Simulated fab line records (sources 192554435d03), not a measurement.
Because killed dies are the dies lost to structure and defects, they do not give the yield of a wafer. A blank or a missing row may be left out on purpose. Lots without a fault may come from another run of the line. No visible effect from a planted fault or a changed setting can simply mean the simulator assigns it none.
Split-lot trial ; flow n5_finfet ; route with 1938 steps; 7 lots, 21 wafers read

== SPLIT DETAILS ==
At N5_BEOL_M0_SAQP_EXPOSE_11 (exposes mask M0 CORE, target cd 42 nm), the setting dose_mj was moved away from the recipe's 55 on 5 of the 21 wafers read, by -5.1% to -2.7%. The other wafers ran this setting at the recipe's value.

== FROM THE SPLIT TO THE READING: what the file shows between them, 2 steps ==
- N5_BEOL_M0_SAQP_PEB_12: peb time 60 s
- N5_BEOL_M0_SAQP_DEVELOP_13: develop time 30 s

== THE READING ==
cd_nm at N5_BEOL_M0_SAQP_CD_MEAS_14, given in nm (cd target 42.5 nm). On this fab line, fault-free wafers typically give 42.5 nm with a standard deviation of 0.41 nm.

wafer;tool, chamber at the split;dose_mj as run;against the recipe;cd_nm, nm;against lot-mates on the recipe
L078.1;arfi_scanner-02, 0;55;recipe;42.2;-
L078.4;arfi_scanner-02, 0;55;recipe;42.2;-
L078.6;arfi_scanner-02, 0;55;recipe;41.6;-
L083.1;arfi_scanner-02, 0;55;recipe;41.9;-
L083.2;arfi_scanner-02, 0;53.13;-3.4%;42.9;+1.1
L083.4;arfi_scanner-02, 0;55;recipe;41.8;-
L089.3;arfi_scanner-02, 0;55;recipe;42.2;-
L089.4;arfi_scanner-02, 0;52.43;-4.7%;43.5;+1.2
L089.6;arfi_scanner-02, 0;55;recipe;42.3;-
L090.1;arfi_scanner-02, 0;55;recipe;42.4;-
L090.2;arfi_scanner-02, 0;53.53;-2.7%;43.2;+0.8
L090.5;arfi_scanner-02, 0;55;recipe;42.5;-
L092.2;arfi_scanner-02, 0;55;recipe;42.7;-
L092.5;arfi_scanner-02, 0;55;recipe;42.6;-
L092.6;arfi_scanner-02, 0;55;recipe;43.2;-
L096.3;arfi_scanner-03, 0;55;recipe;43.1;-
L096.4;arfi_scanner-03, 0;55;recipe;42.4;-
L096.6;arfi_scanner-03, 0;52.46;-4.6%;44.6;+1.9
L097.2;arfi_scanner-03, 0;52.21;-5.1%;44.0;+1.2
L097.3;arfi_scanner-03, 0;55;recipe;42.9;-
L097.4;arfi_scanner-03, 0;55;recipe;42.6;-

THE FIT
A straight line over all 21 wafers: cd_nm changes by -0.311 nm for each +1% of dose_mj; r = -0.79; the points scatter about the line by 0.46 nm.
The same after taking each lot's own level away (the mean of its wafers on the recipe; 21 wafers): -0.3 nm for each +1%; r = -0.92; scatter 0.24 nm.
On that fit, the largest move of dose_mj shifts the reading by 1.5 nm.
The lots' own levels span 41.85 to 42.83 nm, that is 2.4 times the standard deviation above.
So the lot-to-lot level blurs the effect unless lot-mates are compared.
Check: +1.64 nm against its lot-mates is what the line predicts for one of the wafers moved furthest among these (-5.1%) when that wafer is left out of the fit. Against them it came out at +1.25 nm.

== THE OTHER SPLITS THESE WAFERS WENT THROUGH ==
Other splits were also applied to these wafers ahead of the reading. Each is held against what the fit with the lots' levels taken away leaves over:
other split on the same wafers;wafers away from the commonest value;r with cd_nm (lot level and that fit taken away)
N5_SD_ACTIVATION_LSA_01 temp_c;8;-0.10
N5_SDB_CUT_ETCH_26 icp_w;8;+0.39
N5_HKMG_FIN_COAT_66 spin_rpm;6;-0.31
N5_GATE_CUT_ETCH_58 bias_w;7;-0.06
N5_MOL_CONTACT_COAG_CONTACT_ETCH_14 source_w;8;+0.13
N5_MOL_CONTACT_COAG_SPUTTER_143 target_thk_a;10;+0.44
N5_MOL_CONTACT_COAG_COAT_64 spin_rpm;9;+0.00

== THE FILE'S OWN FIT ==
cd_nm changes by -0.3 nm for each +1% of dose_mj, r = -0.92.
